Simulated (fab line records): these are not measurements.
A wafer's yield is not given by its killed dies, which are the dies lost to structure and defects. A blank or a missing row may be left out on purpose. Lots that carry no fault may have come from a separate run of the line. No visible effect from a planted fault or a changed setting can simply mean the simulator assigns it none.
fab line records ; flow n5_finfet
record: lots: 4; wafers: 12; last_day: 14
route steps=1938 shown BEOL_M8@1368 BEOL_M9@1401 PASSIVATION@1936
lots that met no fault: from a run of the same line without faults
start_h: hours from the record's opening day to when the first of the lot's shown wafers began ; wait_h: hours since the lot's step before ; " repeats the value in the row above ; L1.1+2: a row that stands for several wafers ; - either no value or no given start ; * or withheld: withheld ; < > ~ a bound
route shown NAME@n: a module of which the file shows steps, and the number in the route of the first ; usual: mean/standard deviation of fault-free wafers ; same: alike in all rows ; chamber/n: place in a boat ; sites: readings site by site ; _std_site: standard deviation of those values ; _edge_site: mean of outer sites minus mean of inner sites ; radius_mm: how far each site lies from the wafer's centre ; mask NAME#n: copy n ; behind: the tool/chamber that last shaped the wafer ; hold: cause of the lot's hold/its duration in hours/its outcome ; device: whichever transistor did not switch (one of n, p or np) ; end of line: the route-end tests of the same wafers ; a step with no rows: only its recipe ; killed: not the wafer's yield, but the dies lost to structure and defects at the first sort ; map: shows each die of a wafer: x if killed, . if not, _ if none is there
set.NAME: the run value of the setting; set.NAME@STEP: its run value at that earlier step ; model.NAME: the simulator's own value behind a step, which no gauge read
lots at some steps of the route; a table a step, a row a wafer
services: when a tool's chamber went out of use (start_h, in hours from the record's first day, below 0 if earlier), for how many hours, and the reason
== steps ==
step: N5_BEOL_M8_DESCUM_33
recipe: chemistry: O2; time_s: 7; source_power_w: 50; bias_power_w: 20; pressure_mtorr: 20; rf_frequency_hz: 2.712e+07; temp_c: 40; resist: CAR-EUV; o2_flow_sccm: 225
step: N5_BEOL_M8_ETCH_72
recipe: chemistry: N2/H2; target: underlayer; target_depth_a: 65; mask_material: CAR-EUV; time_s: 5.2; ion_energy_ev: 200; pressure_mtorr: 30; source_w: 840; bias_w: 150; n2_flow_sccm: 200; h2_flow_sccm: 200; ends: cleared
step: N5_BEOL_M8_ETCH_65
recipe: chemistry: CF4; target: SiARC; target_depth_a: 156; mask_material: CAR-EUV; time_s: 26; ion_energy_ev: 80; pressure_mtorr: 40; source_w: 545; bias_w: 36; Ar_flow_sccm: 100; cf4_flow_sccm: 100; ends: cleared
step: N5_BEOL_M8_ETCH_66
recipe: chemistry: N2/H2; target: SOC; target_depth_a: 800; overetch_a: 160; mask_material: SiARC; temp_c: 40; time_s: 120; ion_energy_ev: 200; pressure_mtorr: 30; source_w: 840; bias_w: 150; n2_flow_sccm: 200; h2_flow_sccm: 200
step: N5_BEOL_M8_STRIP_69
recipe: chemistry: N2/H2; temp_c: 40; n2_flow_sccm: 200; h2_flow_sccm: 200; rf_frequency_hz: 6e+07
step: N5_BEOL_M8_STRIP_73
recipe: chemistry: N2/H2; temp_c: 40; n2_flow_sccm: 200; h2_flow_sccm: 200; rf_frequency_hz: 6e+07
step: N5_BEOL_M8_VIA_ETCH_34
recipe: chemistry: C4F6/O2; target: SiCOH_lowk; target_depth_a: 1255; mask_material: SOC; taper_deg: 4; time_s: 50.5; ion_energy_ev: 250; pressure_mtorr: 30; source_w: 345; bias_w: 185; Ar_flow_sccm: 300; C4F6_flow_sccm: 10; O2_flow_sccm: 10
step: N5_BEOL_M8_STRIP_76
recipe: chemistry: C4F6/O2; resist: SiARC; rf_frequency_hz: 6e+07
step: N5_BEOL_M8_STRIP_36
recipe: chemistry: N2/H2; power_w: 450; temp_c: 40; pressure_mtorr: 20; rf_frequency_hz: 6e+07; overash_fraction: 0.3; bias_power_w: 7; h2_frac: 0.5; n2_flow_sccm: 200; h2_flow_sccm: 200
step: N5_BEOL_M8_TRENCH_ETCH_37
recipe: chemistry: C4F6/O2; target_depth_a: 934.78; target: SiCOH_lowk; time_s: 31.2; ion_energy_ev: 250; pressure_mtorr: 30; source_w: 345; bias_w: 185; Ar_flow_sccm: 300; C4F6_flow_sccm: 10; O2_flow_sccm: 10
usual: C4F6_flow_sccm: 10.005/0.03; bias_w: 185.0/0.6; drypump_motor_current_A: 5.6/0.39; oes_product_au: 0.79/0.092; rf_vpp_V: 654/15; showerhead_plenum_p_Torr: 2.83/0.076; throttle_valve_pct: 20.83/0.26
lot.wafer;tool;chamber;start_h;wait_h;C4F6_flow_sccm;bias_w;drypump_motor_current_A;oes_product_au;rf_hours_counter_h;rf_vpp_V;showerhead_plenum_p_Torr;throttle_valve_pct
L505.2;rie_diel-03;1;214.41;-;10.064;184.6;5.1;0.89;23;628;2.90;20.82
L505.3;rie_diel-03;0;214.41;-;9.967;185.2;6.4;0.71;197;642;2.83;21.13
L505.5;rie_diel-03;3;214.41;-;9.967;184.7;5.4;0.67;-;654;2.78;21.24
L511.2;rie_diel-01;0;250.39;-;10.003;184.6;5.7;0.71;235;672;2.68;20.84
L511.3;rie_diel-01;3;250.39;-;9.992;183.2;5.3;0.68;208;659;2.96;21.07
L511.6;rie_diel-01;3;250.39;-;9.943;183.7;5.3;0.68;-;659;2.96;21.08
L510.2;rie_diel-01;0;258.30;-;10.000;185.9;5.7;0.70;238;670;2.68;20.84
L510.3;rie_diel-01;3;258.30;-;10.021;185.5;5.4;0.69;212;659;2.95;21.06
L510.6;rie_diel-01;3;258.30;-;10.044;185.9;5.3;0.68;-;659;2.95;21.08
L512.2;rie_diel-01;2;258.70;-;9.990;185.2;5.9;0.88;35;647;2.82;20.88
L512.3;rie_diel-01;0;258.70;-;10.040;185.7;5.7;0.71;238;671;2.68;20.86
L512.6;rie_diel-01;3;258.70;-;10.014;185.7;5.3;0.68;-;658;2.95;21.07
step: N5_BEOL_M8_ETCH_41
recipe: chemistry: CH3F/O2; target: SiCN; target_depth_a: 319; taper_deg: 2; time_s: 57.8; ion_energy_ev: 120; mask_material: TiN; pressure_mtorr: 30; source_w: 395; bias_w: 75; Ar_flow_sccm: 150; CH3F_flow_sccm: 30; O2_flow_sccm: 20
step: N5_BEOL_M8_STRIP_80
recipe: chemistry: N2/H2; time_s: 10; power_w: 450; temp_c: 40; pressure_mtorr: 20; rf_frequency_hz: 6e+07; bias_power_w: 7; n2_flow_sccm: 200; h2_flow_sccm: 200
step: N5_BEOL_M8_HM_STRIP_39
recipe: chemistry: peroxide_tin_strip; material: TiN; target_depth_a: 250; temp_c: 50; time_s: 158
step: N5_BEOL_M8_SRD_40
recipe: time_s: 30; temp_c: 23; rinse_liquid: diw; dry: ipa_marangoni
step: N5_BEOL_M8_PRECLEAN_42
recipe: chemistry: residue_remover; time_s: 60; temp_c: 40
step: N5_BEOL_M8_SRD_43
recipe: time_s: 30; temp_c: 23; rinse_liquid: diw; dry: ipa_marangoni
step: N5_BEOL_M8_CURE_75
recipe: temp_c: 370; time_s: 120; ambient: DMADMS/He; material: SiCOH_lowk
step: N5_BEOL_M8_DEGAS_44
recipe: ambient: vacuum; temp_c: 250; time_s: 60
step: N5_BEOL_M8_PRE_CLEAN_45
recipe: gas: H2/He; time_s: 30; temp_c: 250
step: N5_BEOL_M8_ALD_77
recipe: material: TaN; target_thk_a: 20; temp_c: 275; ald_precursor_family: PDMAT; ald_co_reactant: NH3; pressure_torr: 3; carrier_flow_sccm: 1500; pulse_time_s: 2; purge_time_s: 3; co_reactant_purge_time_s: 2; co_reactant_pulse_time_s: 3; ald_cycles: 40; precursor_vessel_temp_c: 75; precursor_vessel_pressure_torr: 26.25; precursor_vessel_carrier_sccm: 1000
step: N5_BEOL_M8_SURFACE_TREAT_79
recipe: gas: Ar; time_s: *; ion_energy_ev: *; ion_current_ma_cm2: 0.5; pressure_mtorr: *; ar_flow_sccm: 30
step: N5_BEOL_M8_CVD_78
recipe: material: Co; target_thk_a: 20; temp_c: withheld; precursor: CCTBA/H2; pressure_torr: 30; time_s: 142.3
step: N5_BEOL_M8_SPUTTER_48
recipe: material: Cu; target_thk_a: 100; temp_c: -20; bias_v: 60; power_w: 26000; chamber_pressure_pa: 0.13; time_s: 1.667
step: N5_BEOL_M8_ECD_50
recipe: material: Cu; target_thk_a: 3000
step: N5_BEOL_M8_ANNEAL_51
recipe: temp_c: 225; time_s: 90; ambient: N2
step: N5_BEOL_M8_CMP_52
recipe: stop_on: SiCOH_lowk; t_overpolish_s: 6.9; down_force_psi: 1; platen_rpm: 50; clearing_platen_down_force_psi: 1.5; clearing_platen_rpm: 50; post_cmp_clean: cu_alkaline; target_thk_nm: 80; clearing_platen_pad_velocity_m_s: 0.99484; pad_velocity_m_s: 0.99484
step: N5_BEOL_M8_PRE_CLEAN_55
recipe: gas: NH3; time_s: 15; temp_c: withheld; rf_power_w: 300
step: N5_BEOL_M8_DEP_56
recipe: material: SiCN; target_thk_a: 100; temp_c: withheld; precursor: 3MS/NH3; pressure_torr: 3; rf_w: 202; time_s: 17.5
step: N5_BEOL_M9_ILD_DEP_00
recipe: material: SiCOH_lowk; target_thk_a: 3085.1; temp_c: 300; precursor: DEMS/porogen; pressure_torr: 5; rf_w: 500; time_s: 58
step: N5_BEOL_M9_CURE_71
recipe: temp_c: 385; time_s: 240; ambient: He/Ar; material: SiCOH_lowk
step: N5_BEOL_M9_PECVD_70
recipe: material: SiO2; target_thk_a: 200; temp_c: 400; precursor: TEOS/O2; pressure_torr: 5.5; rf_w: 450; teos_flow_sccm: 53.8; gas: O2; flow_sccm: 3000; time_s: 22.7
step: N5_BEOL_M9_HM_DEP_02
recipe: material: TiN; target_thk_a: 200; temp_c: 25; chamber_pressure_pa: 0.49996
step: N5_BEOL_M9_COAT_59
recipe: resist: SOC; temp_c: 250; time_s: 60; spin_rpm: 1500; resist_thk_nm: 100
step: N5_PASSIVATION_PROBE_49
usual: defect_limited_yield: 91.1/1.4; killed_at_M0_to_M3: 36/9.9; killed_at_M4_up: 13/5.8; killed_at_contacts: 14/5.9; killed_at_front_end: 39/11; killed_at_other: 3.4/2.9; killed_dies: 105/17; killed_open: 70/13; killed_short: 34/7.3; sort_bin_5_function: 5.3/1; sort_bin_6_memory: 3.3/0.62; sort_bin_8_speed: 0.01/0.057; sort_n_pass: 1075/17; sort_yield_pct: 91.1/1.4
same: gross_dies: 1180; killed_at_back_side: 0; sort_bin_4_leakage[%]: 0
lot.wafer;tool;chamber;start_h;wait_h;defect_limited_yield[%];killed_at_M0_to_M3;killed_at_M4_up;killed_at_contacts;killed_at_front_end;killed_at_other;killed_dies;killed_open;killed_short;sort_bin_5_function[%];sort_bin_6_memory[%];sort_bin_8_speed[%];sort_n_pass;sort_yield_pct[%]
L512.2;prober-01;-;323.84;0.1;80.3;48;117;26;37;4;232;77;38;11.6;5.6;0;948;80.3
L512.3;prober-01;-;323.89;0.1;83.6;28;133;8;21;4;194;51;27;10.5;3.9;0;986;83.6
L512.6;prober-01;-;324.04;0.3;81.6;31;127;16;42;1;217;61;28;11.4;4.2;0;963;81.6
L510.2;prober-02;-;327.89;0.1;82.4;44;123;9;30;2;208;57;34;11.4;4.0;0;972;82.4
L510.3;prober-02;-;327.94;0.1;82.3;40;129;9;29;2;209;54;33;10.8;4.3;0;971;82.3
L510.6;prober-02;-;328.09;0.3;81.5;40;138;5;34;1;218;61;31;11.7;4.7;0;962;81.5
killed by level:class
L512.2 BEOL_M8:unspecified=109 MOL_CONTACT_COAG:geometric_particle:open=18 BEOL_M1:geometric_particle:open=16 BEOL_M0_SAQP:geometric_particle:short=11 MOL_CONTACT_COAG:geometric_particle:short=8 HKMG_FIN:area_etch=8 FIN_SAQP:geometric_particle:short=7 BEOL_M0_SAQP:geometric_particle:open=7
L512.3 BEOL_M8:unspecified=116 MOL_CONTACT_COAG:geometric_particle:open=8 BEOL_M5:geometric_particle:open=8 BEOL_M2:geometric_particle:open=7 FIN_SAQP:geometric_particle:open=4 BEOL_M0_SAQP:geometric_particle:short=4 BEOL_M3:geometric_particle:open=4 BEOL_M0_SAQP:geometric_particle:open=3
L512.6 BEOL_M8:unspecified=118 MOL_CONTACT_COAG:geometric_particle:open=14 BEOL_M0_SAQP:geometric_particle:open=13 HKMG_FIN:area_etch=9 FIN_SAQP:geometric_particle:short=8 BEOL_M2:geometric_particle:open=5 ILD0:geometric_particle:open=5 GATE_CUT:geometric_particle:short=4
L510.2 BEOL_M8:unspecified=117 BEOL_M0_SAQP:geometric_particle:short=12 BEOL_M0_SAQP:geometric_particle:open=11 STI_FIN_REVEAL:geometric_particle:open=8 BEOL_M3:geometric_particle:open=8 MOL_CONTACT_COAG:geometric_particle:open=6 FIN_SAQP:geometric_particle:short=4 ILD0:geometric_particle:open=4
L510.3 BEOL_M8:unspecified=122 FIN_SAQP:geometric_particle:short=9 BEOL_M0_SAQP:geometric_particle:short=8 MOL_CONTACT_COAG:geometric_particle:open=8 BEOL_M2:geometric_particle:open=8 BEOL_M0_SAQP:geometric_particle:open=7 BEOL_M1:geometric_particle:open=7 BEOL_M2:geometric_particle:short=5
L510.6 BEOL_M8:unspecified=125 BEOL_M1:geometric_particle:open=11 STI_FIN_REVEAL:geometric_particle:open=10 BEOL_M0_SAQP:geometric_particle:short=9 BEOL_M2:geometric_particle:open=7 BEOL_M0_SAQP:geometric_particle:open=6 BEOL_M4:geometric_particle:open=5 STARTING-WAFER:geometric_particle:short=5
map L510.6 (x killed, . not)
_________________.........x..________________
______________......x..........._____________
___________......................xx__________
__________.......x.................._________
________.....x.....x..x............x.._______
_______...........x..........x.........______
______.x.....x..x........x.............._____
_____.......x...............x............____
____.......x.....x..................x.....___
___.........................x....x...x.....__
___..............x..............x....x.....__
__..............x...xx............x....x...._
__.x.......x................................_
_.x................x......x..x.....x.....x...
_......................x........x............
_.x............x........xxxx..xxx..........x.
_.x..x.....x........x.x.xxxxxxxx.........x.x.
_.................xx.xxxxxxxxxxxxx.x.........
_....................xxxxxxxxxxxx............
_.....x...............xxxxxxxxx.xx.x.x.......
_...................xxxxxxxxxxxxx...........x
__...................xxxxxxxxxxxxx..x......._
__..x......xx........x.xxxxxxxxxx.x......x.._
___..........x......x.x.xxxxxxxxxx.......x.__
___....x...............xxxxxxxx.xx.........__
____..........xx....x..xxxx.xxxxxx........___
_____........x.........x....x..x...x....x____
______......x........x..x.x...x........._____
_______x................xx..x..........______
________..x....x................x.x..._______
__________.........x...............x_________
___________...x.x............x.....__________
______________..x..x.....x......_____________
_________________x...........________________
map L512.2 (x killed, . not)
_________________.x..........________________
______________........x.x......._____________
___________....................x...__________
__________..xx....................x._________
________..........x.....x.......x.x..x_______
_______..............xx.x...xx..x....x.______
______...............x.................x_____
_____....x.........x..x.x.x............x.____
____..............x.x..........x....xx...x___
___..........................x..........x..__
___........x.....x........................x__
__x..x......x.....x.....................x..x_
__...xx....x...x...................x..xxxx.._
_x.....................x...........xxxxx.xx..
_..........x..x.....x.......x....xxxxxxxxx..x
_......x...x.x..................xxxxxxxxxxx.x
_x.......................x......xxxxxxxxxxxxx
_............x..........x..xx...xxxxxxxxxxxxx
_x..........x...x.....x.........xxxxxxxxxxxx.
_.....x...x.........x......x....xxxxxxxxxxxxx
_........x.....................x..xxxxxxxxxxx
__x....x.xx......................xxxxxxxxxx._
__...x.....x.......x........x.......xxx.xx.x_
___......x...x.......x.................x.xx__
___..x..x.............................xx..x__
____.........x..........x..x..x..........x___
_____...............x..................x.____
______..............x.....x............._____
_______.....x..x.x..................x..______
________...........x.x.....x..x......._______
__________...x...............x..x..._________
___________....x........x.....xxx.x__________
______________.................x_____________
_________________..x.........________________
== services ==
tool;chamber;start_h;hours;kind
rie_diel-01;1;202.82;3.8;repair
rie_diel-03;3;234.65;-;clean
rie_diel-03;3;234.65;-;consumable_replace:focus_ring
rie_diel-03;3;234.65;20.9;scheduled_down
rie_diel-03;3;234.65;20.9;vent_cycle
rie_diel-01;-;236.60;0.2;repair
== key ==
first_sign: step: N5_PASSIVATION_PROBE_49; reading: killed_at_M4_up; direction: up; sigmas: 20; usual: 13; struck: 128
effect: step: N5_PASSIVATION_PROBE_49; reading: defect_limited_yield; direction: down; sigmas: 6.4; usual: 91.1; struck: 81.9
more_kills_born_at: N5_BEOL_M8_TRENCH_ETCH_37@rie_diel-01: 707
met_at N5_BEOL_M8_TRENCH_ETCH_37
struck_wafers L510.2,L510.3,L510.6,L512.2,L512.3,L512.6
onset_between 250.39 258.30
also_fits time
fault: kind: chamber_particle_source; tool: rie_diel-01; chamber: -; onset_h: 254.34; steps: N5_BEOL_M8_TRENCH_ETCH_37; rate_per_visit_cm2: 0.79345; end_h: 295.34
